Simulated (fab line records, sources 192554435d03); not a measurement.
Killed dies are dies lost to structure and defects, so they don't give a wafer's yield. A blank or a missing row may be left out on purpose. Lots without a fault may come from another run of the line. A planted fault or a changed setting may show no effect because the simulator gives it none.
fab line records | flow n5_finfet
record lots=4 wafers=12 last_day=19
route steps=1938 shown SD_EPI_N@276 SD_EPI_P@295 SD_ACTIVATION@332 MOL_CONTACT_COAG@537 BEOL_M4@1111 PASSIVATION@1936
lots that met no fault: from a run of the same line without faults
start_h: hours from the record's first day to the start of the lot's first wafer shown | wait_h: hours since the lot's step before | " the same as in the row above | L1.1+2: a row that stands for several wafers | - no value, or no start given | * or withheld: withheld | < > ~ a bound
route shown NAME@n: a module of which the file shows steps, and the number in the route of the first | usual: mean/standard deviation of fault-free wafers | same: alike in all rows | chamber/n: place in a boat | sites: the reading at each site | _std_site: their standard deviation | _edge_site: outer sites' mean less inner sites' | radius_mm: how far each site lies from the wafer's centre | mask NAME#n: copy n | behind: the tool/chamber that last shaped the wafer | hold: why the lot was held/for how many hours/how that ended | device: the transistor (n, p or np) that didn't switch | end of line: the same wafers' tests at the end of the route | a step without rows: its recipe alone | killed: dies lost to structure and defects at the first sort, not the wafer's yield | map: a wafer's dies, x killed, . not, _ none there
set.NAME: the setting as run; set.NAME@STEP: as run at that earlier step | model.NAME: the simulator's own value behind a step, which no gauge read
lots at some steps of the route; a table a step, a row a wafer
services: from which hour (start_h, from the record's first day; less than 0 if before it) a tool's chamber was out of use, for how many hours, and why
## steps
# step N5_SD_EPI_N_STRIP_36
# recipe chemistry=N2/H2 temp_c=40 n2_flow_sccm=200 h2_flow_sccm=200 rf_frequency_hz=6e+07
# step N5_SD_EPI_N_ETCHBACK_44
# recipe chemistry=CH3F/O2 mode=anisotropic_etchback target=SiNx target_depth_a=145 stop_on=SiO2 over_etch_frac=0.3 ion_energy_ev=120 pressure_mtorr=30 source_w=395 bias_w=73 Ar_flow_sccm=150 CH3F_flow_sccm=30 O2_flow_sccm=20
# step N5_SD_EPI_N_ETCH_45
# recipe chemistry=CH3F/O2 target=SiOCN target_depth_a=60 mask_material=SOC ion_energy_ev=60 bias_w=29 pressure_mtorr=15 source_w=410 Ar_flow_sccm=150 CH3F_flow_sccm=30 O2_flow_sccm=20
# step N5_SD_EPI_N_ETCH_16
# recipe chemistry=CHF3/O2 target=SiO2 target_depth_a=50 mask_material=SOC pressure_mtorr=30 source_w=650 bias_w=170 Ar_flow_sccm=200 CHF3_flow_sccm=50 O2_flow_sccm=5 ion_energy_ev=200
# step N5_SD_EPI_N_STRIP_47
# recipe chemistry=CHF3/O2 resist=SiARC rf_frequency_hz=6e+07
# step N5_SD_EPI_N_SD_RECESS_17
# recipe chemistry=HBr/Cl2/O2 target_depth_a=410 mask_material=SOC time_s=23.7 bt_time_s=3 pressure_mtorr=10 icp_w=800 bias_w=112 HBr_flow_sccm=150 Cl2_flow_sccm=80 O2_flow_sccm=12
# step N5_SD_EPI_N_STRIP_38
# recipe chemistry=N2/H2 power_w=1000 temp_c=250 h2_frac=0.65 overash_fraction=0.3 pressure_mtorr=withheld n2_flow_sccm=1750 h2_flow_sccm=3250
# step N5_SD_EPI_N_WET_ETCH_43
# recipe chemistry=dHF dilution=withheld time_s=14 target=SiO2 target_depth_a=15 temp_c=25
# step N5_SD_EPI_N_STRIP_18
# recipe chemistry=SPM time_s=750 temp_c=130 h2so4_h2o2_vol_ratio=4
# step N5_SD_EPI_N_SRD_20
# recipe dry=ipa_marangoni do_ppb=5 time_s=30 temp_c=23 rinse_liquid=diw
# step N5_SD_EPI_N_PRECLEAN_48
# recipe chemistry=NF3:NH3 afs_cycles=2 temp_c=30 time_s=20 sublimation_temp_c=180 sublimation_time_s=60 pressure_torr=3 rf_power_w=30
# step N5_SD_EPI_N_VAPOR_ETCH_50
# recipe chemistry=HCl target=Si temp_c=775 time_s=54 pressure_torr=20 mode=isotropic
# step N5_SD_EPI_N_EPI_21
# recipe material=Si:P dopant=P temp_c=680 pressure_torr=255 time_s=690
# usual chamber_pressure_Torr=255.0/0.58 susceptor_temp_C=680.05/0.3
# columns lot.wafer tool chamber start_h wait_h chamber_pressure_Torr susceptor_temp_C model.Si-P_of_SD_EPI_N_EPI_21.thk_nm
L902.1 epi_rpcvd-01 0 51.75 0.1 255.0 680.00 59.6
L902.2 " 0 " " 254.8 680.31 58.8
L902.5 " 0 " " 255.9 679.72 58.2
L915.1 epi_rpcvd-01 0 127.73 0.1 201.8 679.84 53.6
L915.4 " 0 " " 202.6 679.90 53.8
L915.6 " 0 " " 203.0 680.08 54
L916.1 epi_rpcvd-01 0 133.39 0.1 202.5 680.36 53.6
L916.2 " 0 " " 202.8 680.19 53.4
L916.4 " 0 " " 202.3 680.17 52.6
L921.2 epi_rpcvd-03 0 163.58 0.4 253.7 680.05 59.2
L921.3 " 0 " " 255.4 679.96 59
L921.4 " 0 " " 254.6 679.78 59.2
# step N5_SD_EPI_N_EPI_MEAS_23
# recipe mode=xrd
# usual thk_nm=58.9/1
# columns lot.wafer tool chamber start_h wait_h thk_nm
L902.1 film_metro-02 - 53.47 1.4 59.9
L902.2 " - " " 59.3
L902.5 " - " " 57.3
L915.1 film_metro-01 - 129.44 1.4 51.1
L915.4 " - " " 52.0
L915.6 " - " " 53.4
L916.1 film_metro-02 - 135.10 1.4 55.7
L916.2 " - " " 54.5
L916.4 " - " " 53.3
L921.2 film_metro-02 - 165.01 1.2 57.8
L921.3 " - " " 60.0
L921.4 " - " " 59.1
# step N5_SD_EPI_N_PRECLEAN_24
# recipe chemistry=O3/DIW time_s=60 temp_c=22 o3_ppm=10
# step N5_SD_EPI_N_SRD_25
# recipe time_s=30 temp_c=23 rinse_liquid=diw dry=ipa_marangoni
# step N5_SD_EPI_N_PRECLEAN_49
# recipe chemistry=NF3:NH3 afs_cycles=1 temp_c=30 time_s=20 sublimation_temp_c=180 sublimation_time_s=60 pressure_torr=3 rf_power_w=30
# step N5_SD_EPI_N_LINER_46
# recipe material=SiNx target_thk_a=30 temp_c=400 ald_precursor_family=SiH2I2 ald_co_reactant=N2/H2-plasma pressure_torr=2
# step N5_SD_EPI_P_COAT_34
# recipe resist=SOC temp_c=250 time_s=60 spin_rpm=1500 resist_thk_nm=350
# step N5_SD_EPI_P_COAT_35
# recipe resist=SiARC temp_c=220 time_s=60 spin_rpm=1500 resist_thk_nm=35
# step N5_SD_EPI_P_COAT_03
# recipe resist=CAR-ArF-block spin_rpm=1500 resist_thk_nm=150
# step N5_SD_EPI_P_EBR_05
# recipe solvent=PGMEA ebr_width_mm=1.5
# step N5_SD_EPI_P_SOFTBAKE_04
# recipe temp_c=110 time_s=60 resist=CAR-ArF-block
# step N5_SD_EPI_P_EXPOSE_06
# recipe mask_id=SD_P_BLK na=1.35 source_shape=conventional sigma_outer=0.8 polarization=unpolarized target_cd_nm=240 dose_mj=39.5
# step N5_SD_EPI_P_PEB_07
# recipe peb_temp_c=110 peb_time_s=60 resist=CAR-ArF-block
# step N5_SD_EPI_P_DEVELOP_08
# recipe develop_time_s=30 developer=TMAH resist=CAR-ArF-block dev_temp_c=23 rinse_liquid=diw dry=air_spin
# step N5_SD_EPI_P_DESCUM_14
# recipe chemistry=O2 time_s=7.9 source_power_w=50 bias_power_w=20 pressure_mtorr=20 rf_frequency_hz=2.712e+07 temp_c=40 resist=CAR-ArF-block o2_flow_sccm=225
# step N5_SD_EPI_P_ETCH_36
# recipe chemistry=CF4 target=SiARC target_depth_a=455 mask_material=CAR-ArF-block time_s=75.8 ion_energy_ev=80 pressure_mtorr=40 source_w=545 bias_w=36 Ar_flow_sccm=100 cf4_flow_sccm=100 ends=cleared
# step N5_SD_EPI_P_ETCH_37
# recipe chemistry=N2/H2 target=SOC overetch_a=1080 mask_material=SiARC temp_c=40 ion_energy_ev=100 source_w=3000 bias_w=133 pressure_mtorr=20 time_s=486 n2_flow_sccm=200 h2_flow_sccm=200 ends=end_point
# step N5_SD_EPI_P_STRIP_38
# recipe chemistry=N2/H2 temp_c=40 n2_flow_sccm=200 h2_flow_sccm=200 rf_frequency_hz=6e+07
# step N5_SD_EPI_P_ETCHBACK_46
# recipe chemistry=CH3F/O2 mode=anisotropic_etchback target=SiNx target_depth_a=175 stop_on=SiO2 over_etch_frac=0.3 ion_energy_ev=120 pressure_mtorr=30 source_w=395 bias_w=73 Ar_flow_sccm=150 CH3F_flow_sccm=30 O2_flow_sccm=20
# step N5_SD_EPI_P_ETCH_47
# recipe chemistry=CH3F/O2 target=SiOCN target_depth_a=250 mask_material=SOC ion_energy_ev=60 bias_w=29 pressure_mtorr=30 source_w=410 Ar_flow_sccm=150 CH3F_flow_sccm=30 O2_flow_sccm=20
# step N5_SD_EPI_P_ETCH_16
# recipe chemistry=CHF3/O2 target=SiO2 target_depth_a=50 mask_material=SOC pressure_mtorr=30 source_w=650 bias_w=170 Ar_flow_sccm=200 CHF3_flow_sccm=50 O2_flow_sccm=5 ion_energy_ev=200
# step N5_SD_EPI_P_STRIP_50
# recipe chemistry=CHF3/O2 resist=SiARC rf_frequency_hz=6e+07
# step N5_SD_EPI_P_SD_RECESS_17
# recipe chemistry=HBr/Cl2/O2 target_depth_a=391 bt_time_s=3 pressure_mtorr=10 icp_w=800 bias_w=112 HBr_flow_sccm=150 Cl2_flow_sccm=80 O2_flow_sccm=12
# step N5_SD_EPI_P_WET_ETCH_45
# recipe chemistry=dHF dilution=withheld time_s=10.7 target=SiO2 target_depth_a=20 temp_c=25 dry=ipa_marangoni rinse_time_s=30 rinse_temp_c=23
# step N5_SD_EPI_P_STRIP_40
# recipe chemistry=N2/H2 power_w=1000 temp_c=250 h2_frac=0.65 overash_fraction=0.3 pressure_mtorr=withheld n2_flow_sccm=1750 h2_flow_sccm=3250
# step N5_SD_EPI_P_PRECLEAN_52
# recipe chemistry=O3/DIW time_s=60 temp_c=22 o3_ppm=10
# step N5_SD_ACTIVATION_RS_MEAS_03
# recipe thk_meas_gauge=four-point-probe
# usual RS_SD_N=21.90/0.25 RS_SD_P=56.2/1.1
# columns lot.wafer tool chamber start_h wait_h RS_SD_N[ohm/sq] RS_SD_P[ohm/sq]
L902.1 film_metro-02 - 59.50 0.2 21.53 55.7
L902.2 " - " " 21.73 55.8
L902.5 " - " " 22.04 55.6
L915.1 film_metro-02 - 135.64 0.2 24.56 57.2
L915.4 " - " " 24.43 57.0
L915.6 " - " " 24.08 56.4
L916.1 film_metro-01 - 140.36 0.2 24.47 54.4
L916.2 " - " " 24.39 53.6
L916.4 " - " " 25.10 54.6
L921.2 film_metro-02 - 170.27 0.2 21.69 56.3
L921.3 " - " " 21.87 54.9
L921.4 " - " " 21.54 54.5
# step N5_MOL_CONTACT_COAG_ETCH_15
# recipe chemistry=CH3F/O2 target=SiNx target_depth_a=70 mask_material=SOC stop_on=Si:P over_etch_frac=0.75 ion_energy_ev=120 pressure_mtorr=30 source_w=395 bias_w=73 Ar_flow_sccm=150 CH3F_flow_sccm=30 O2_flow_sccm=20
# usual chamber_pressure_mTorr=29.995/0.027 drypump_motor_current_A=5.6/0.57 oes_product_au=0.58/0.06 rf_vpp_V=300/8.9 showerhead_plenum_p_Torr=2.01/0.045 throttle_valve_pct=16.17/0.17
# columns lot.wafer tool chamber start_h wait_h chamber_pressure_mTorr drypump_motor_current_A oes_product_au rf_hours_counter_h rf_vpp_V showerhead_plenum_p_Torr throttle_valve_pct model.Si-P_of_SD_EPI_N_EPI_21.thk_nm
L902.1 rie_diel-01 3 89.10 0.0 29.989 5.6 0.65 34 287 1.95 15.86 58.8
L902.2 " 1 " " 30.014 5.1 0.56 137 302 2.10 16.27 58
L902.5 " 1 " " 29.954 5.0 0.56 - 302 2.10 16.25 57.4
L915.1 rie_diel-04 0 164.64 0.0 30.036 5.7 0.50 220 300 2.00 16.39 52.8
L915.4 " 1 " " 29.971 6.4 0.65 27 308 2.05 16.33 53
L915.6 " 2 " " 30.012 4.9 0.56 - 308 2.01 16.00 53.2
L916.1 rie_diel-04 3 169.59 0.0 29.966 6.5 0.52 205 283 2.05 16.13 52.8
L916.2 " 0 " " 29.950 5.7 0.51 222 298 2.00 16.40 52.6
L916.4 " 1 " " 29.963 6.4 0.65 28 312 2.05 16.33 51.8
L921.2 rie_diel-04 2 201.07 0.0 29.986 4.9 0.55 145 307 2.01 16.01 58.4
L921.3 " 0 " " 29.959 5.7 0.50 230 300 2.00 16.42 58.2
L921.4 " 1 " " 29.989 6.4 0.64 34 309 2.04 16.33 58.4
# step N5_BEOL_M4_RC_MEAS_101
# usual DIBL_N=37.1/2.6 DIBL_P=38/3 IOFF_N=0.18/0.052 IOFF_P=0.25/0.06 ION_N=678/15 ION_P=467/8.6 REXT_N=75.8/2 RS_SD_N=28.4/0.36 SS_N=71.7/0.73 SS_P=73.7/0.89 VT_N=249/4.3 VT_P=-248/3.8
# columns lot.wafer tool chamber start_h wait_h DIBL_N[mV/V] DIBL_P[mV/V] IOFF_N[nA/um] IOFF_P[nA/um] ION_N[uA/um] ION_P[uA/um] REXT_N[ohm.um] RS_SD_N[ohm/sq] SS_N[mV/dec] SS_P[mV/dec] VT_N[mV] VT_P[mV]
L902.1 prober-01 0 230.79 0.0 35.2 37 0.16 0.23 667 465 77.2 27.9 71.4 73.5 252 -246
L902.2 " 0 " " 37.3 42 0.21 0.33 678 471 79.1 28.4 72.4 74.3 246 -243
L902.5 " 0 " " 37.4 38 0.22 0.24 671 457 77.3 28.7 73.1 73.1 249 -246
L916.1 prober-02 0 316.04 0.0 35.9 36 0.15 0.20 673 463 81.0 32.2 71.9 72.7 252 -253
L916.2 " 0 " " 35.0 36 0.14 0.21 662 457 83.5 31.7 72.2 73.5 251 -252
L916.4 " 0 " " 33.1 34 0.10 0.17 642 459 83.8 32.4 70.9 72.6 258 -252
L915.1 prober-02 0 323.11 0.0 33.8 32 0.10 0.16 647 450 84.4 31.8 71.2 73.2 258 -255
L915.4 " 0 " " 35.4 33 0.12 0.18 658 457 82.6 31.7 71.9 73.3 255 -254
L915.6 " 0 " " 37.9 36 0.16 0.21 677 464 81.8 31.6 72.1 73.5 253 -254
L921.2 prober-01 0 348.81 0.2 38.7 41 0.21 0.26 686 463 73.8 28.2 72.1 74.4 248 -248
L921.3 " 0 " " 38.3 40 0.20 0.23 684 463 73.6 28.4 71.8 74.2 245 -250
L921.4 " 0 " " 34.2 37 0.13 0.20 666 464 73.6 27.8 70.8 72.9 253 -252
# step N5_PASSIVATION_PROBE_49
# usual defect_limited_yield=91.4/1.4 killed_at_M0_to_M3=34/9.1 killed_at_M4_up=14/5.2 killed_at_contacts=12/6.4 killed_at_front_end=38/11 killed_at_other=3.7/2.8 killed_dies=102/17 killed_open=68/13 killed_short=32/7.8 sort_bin_5_function=5.1/1 sort_bin_6_memory=3.2/0.66 sort_bin_8_speed=0.1/0.92 sort_n_pass=1076/19 sort_yield_pct=91.2/1.6
# same gross_dies=1180 killed_at_back_side=0 sort_bin_4_leakage[%]=0
# columns lot.wafer tool chamber start_h wait_h defect_limited_yield[%] killed_at_M0_to_M3 killed_at_M4_up killed_at_contacts killed_at_front_end killed_at_other killed_dies killed_open killed_short sort_bin_5_function[%] sort_bin_6_memory[%] sort_bin_8_speed[%] sort_n_pass sort_yield_pct[%]
L915.1 prober-02 - 432.04 0.0 91.4 33 14 12 41 1 101 68 32 4.7 3.8 0 1079 91.4
L915.4 prober-02 - 432.19 0.2 91.1 38 10 14 37 6 105 63 38 5.3 3.6 0 1075 91.1
# killed by level:class
L915.1 FIN_SAQP:geometric_particle:open=9 BEOL_M2:geometric_particle:open=9 STI_FIN_REVEAL:geometric_particle:open=8 MOL_CONTACT_COAG:geometric_particle:open=8 DUMMY_GATE:geometric_particle:open=7 FIN_SAQP:geometric_particle:short=6 BEOL_M0_SAQP:geometric_particle:open=6 BEOL_M4:geometric_particle:open=6
L915.4 MOL_CONTACT_COAG:geometric_particle:open=12 BEOL_M0_SAQP:geometric_particle:short=9 BEOL_M0_SAQP:geometric_particle:open=7 BEOL_M1:geometric_particle:open=7 FIN_SAQP:geometric_particle:short=6 BEOL_M2:geometric_particle:open=6 STI_FIN_REVEAL:geometric_particle:open=5 BEOL_M3:geometric_particle:open=5
## services
# columns tool chamber start_h hours kind
rie_diel-04 1 39.67 - clean
rie_diel-04 1 39.67 - consumable_replace:focus_ring
rie_diel-04 1 39.67 17.4 scheduled_down
rie_diel-04 1 39.67 17.4 vent_cycle
epi_rpcvd-01 - 62.94 6.0 pm
epi_rpcvd-01 - 68.94 2.8 pm
epi_rpcvd-03 - 87.00 6.0 pm
rie_diel-01 1 110.94 3.2 repair
rie_diel-01 - 123.84 1.0 repair
rie_diel-04 0 130.04 8.7 repair
rie_diel-01 - 147.93 0.5 repair
## key
first_sign step=N5_SD_EPI_N_EPI_21 reading=chamber_pressure_Torr direction=down sigmas=91 usual=255.0 struck=202.5
effect step=N5_SD_EPI_N_EPI_MEAS_23 reading=thk_nm direction=down sigmas=5.3 usual=* struck=*
effect step=N5_SD_ACTIVATION_RS_MEAS_03 reading=RS_SD_N direction=up sigmas=10 usual=21.90 struck=24.50
effect step=N5_BEOL_M4_RC_MEAS_101 reading=RS_SD_N direction=up sigmas=9.6 usual=28.4 struck=31.9
effect step=N5_BEOL_M4_RC_MEAS_101 reading=REXT_N direction=up sigmas=3.6 usual=75.8 struck=82.8
model_effect step=N5_SD_EPI_N_EPI_21 value=Si-P_of_SD_EPI_N_EPI_21.thk_nm without=58.67 struck=53.5
model_effect step=N5_MOL_CONTACT_COAG_ETCH_15 value=Si-P_of_SD_EPI_N_EPI_21.thk_nm without=57.65 struck=52.55
met_at N5_SD_EPI_N_EPI_21
struck_wafers L915.1,L915.4,L915.6,L916.1,L916.2,L916.4
onset_between 51.75 127.73
fault kind=process_parameter_drift tool=epi_rpcvd-01 chamber=- onset_h=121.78 steps=N5_SD_EPI_N_EPI_21 channel=pressure_torr offset=-52.029 shape=step end_h=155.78 acts_in=these_recipes_only stated=255
